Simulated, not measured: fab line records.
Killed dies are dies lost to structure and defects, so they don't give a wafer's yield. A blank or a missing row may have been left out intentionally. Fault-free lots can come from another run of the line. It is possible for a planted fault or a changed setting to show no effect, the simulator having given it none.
A lot that was struck, set against a sound lot	flow nand_harc	18 out of 1159 route steps
Sound: the wafers L216.1, L216.3, L216.4. The struck wafers were L218.3, L218.4, L218.5. At the end, the cause is stated.
For every step that has rows: the tool of each side, followed by ch and its chambers, followed by its first start. Under that, the readings that differ: sound wafers	struck wafers	difference of the means	sigmas: that difference in standard deviations of wafers without a fault.
alike: words and numbers the same on both sides, and readings whose means are apart by under 2 such deviations; not compared: readings that were withheld, readings missing a value for some wafer, numbers with overlapping values and no deviation given by the record, and bounds like >300 which may hide the same value.
The two part at a step that has a row with sigmas, a row that says differs or no value, or rows on one side only. Non-overlapping numbers with no deviation appear without sigmas and do not part them. A reading missing from all wafers of one side parts the sides only when that side holds two or more wafers.

first, 1 step without rows for these wafers: NHARC_A_M1_ETCH_35 (etches the open film in N2/H2, target depth 40 nm, overetch 12 nm, time 43.94 s).
NHARC_A_M1_ETCH_15: etches the open film in C4F8/Ar, target depth 182.5 nm, time 91.2 s.
  sound on rie_diel-08 ch 1,2,3; struck on rie_diel-08 ch 0,2,3
  alike: bias_w, oes_product_au, rf_vpp_V
  not compared: rf_hours_counter_h
NHARC_A_M1_CD_MEAS_16:
  sound on cd_sem-01, day 18 01:34; struck on cd_sem-01, day 19 08:41
  alike: cd_nm
then, 1 step without rows for these wafers: NHARC_A_M1_STRIP_18 (strips in N2/H2).
NHARC_A_M1_ETCH_28: etches the open film in CF4/N2, target depth 30 nm, time 72.99 s.
  sound on rie_diel-04 ch 0,1,2; struck on rie_diel-12 ch 1,2
  alike: bias_w, drypump_motor_current_A, oes_product_au, rf_vpp_V, showerhead_plenum_p_Torr, throttle_valve_pct
  not compared: rf_hours_counter_h
then, 1 step without rows for these wafers: NHARC_A_M1_STRIP_19 (strips in post etch residue remover, time 600 s).
NHARC_A_M1_DEGAS_29: time 60 s.
  sound on pvd_sputter-01, day 18 02:17; struck on pvd_sputter-02, day 19 09:23
  alike: heater_power_w
then, 2 steps without rows for these wafers: NHARC_A_M1_PRE_CLEAN_30 (time 30 s); NHARC_A_M1_PVD_20 (deposits TaN, target thk 5 nm, time 8.06 s).
NHARC_A_M1_PVD_21: deposits Cu, target thk 30 nm, time 20.49 s.
  sound on pvd_sputter-01; struck on pvd_sputter-02
  alike: substrate_temp_c, throttle_valve_pct
then, 2 steps without rows for these wafers: NHARC_A_M1_ECD_22 (material Cu, target thk 400 nm); NHARC_A_M1_ANNEAL_31 (time 90 s).
NHARC_A_M1_CMP_23: polishes, t overpolish 20 s, target thk 154.34 nm.
  sound on cmp-02 ch 0,1,2, day 18 03:25; struck on cmp-03 ch 0,1, day 19 10:29
  alike: motor_current_A, time_to_endpoint_s
NHARC_A_M1_THK_MEAS_24: measures by xrf.
  sound on film_metro-01, day 18 03:42; struck on film_metro-02, day 19 10:49
reading	sound	struck	difference	sigmas
thk_nm (nm)	155.3 156.9 155.1	153.7 151.9 153.0	-2.9	-2
then, 1 step without rows for these wafers: NHARC_A_M1_SRD_25.
NHARC_A_M1_INSPECT_27:
  sound on defect_inspect-02, day 18 03:52; struck on defect_inspect-01, day 19 11:08
reading	sound	struck	difference	sigmas
raw_defect_count	520 616 525	1649 1621 1622	+1077	+8
  not compared: hold
NHARC_A_M1_PRE_CLEAN_32: time 12 s.
  sound on pecvd-01 ch 0,1,2, day 18 03:56; struck on pecvd-03 ch 0,2, day 19 13:02
reading	sound	struck	difference	sigmas
hold	- - -	await_dispo/1.2h/release await_dispo/1.2h/release await_dispo/1.2h/release	no value on the sound wafers	
  alike: heater_power_outer_w, heater_power_w
NHARC_END_SORT_01:
  sound on prober-02 ch 0, day 20 21:16; struck on prober-01 ch 0, day 21 08:19
reading	sound	struck	difference	sigmas
defect_limited_yield (%)	94.5 95.6 96.3	16.1 13.9 15.7	-80.2	-50
killed_at_array	34 28 24	562 578 565	+540	+49
killed_dies	37 30 25	568 583 571	+543	+49
sort_bin_2_pct (%)	1.0 1.5 1.2	39.3 39.4 37.8	+37.6	+57
sort_bin_3_pct (%)	0.59 0.30 0.30	7.24 9.31 9.16	+8.17	+36
sort_bin_4_pct (%)	3.8 2.7 2.2	37.4 37.4 37.4	+34.5	+31
sort_n_pass	640 647 652	109 94 106	-543	-49
sort_rim_yield_pct (%)	99.1 96.2 95.3	19.8 14.2 13.2	-81.1	-28
sort_yield_pct (%)	94.5 95.6 96.3	16.1 13.9 15.7	-80.2	-50
  alike: killed_at_other, killed_at_periphery, killed_open, killed_short

== WHERE THEY PART ==
Last at NHARC_END_SORT_01 as far as this record goes, first at NHARC_A_M1_THK_MEAS_24.

WHY: what the simulator had put in
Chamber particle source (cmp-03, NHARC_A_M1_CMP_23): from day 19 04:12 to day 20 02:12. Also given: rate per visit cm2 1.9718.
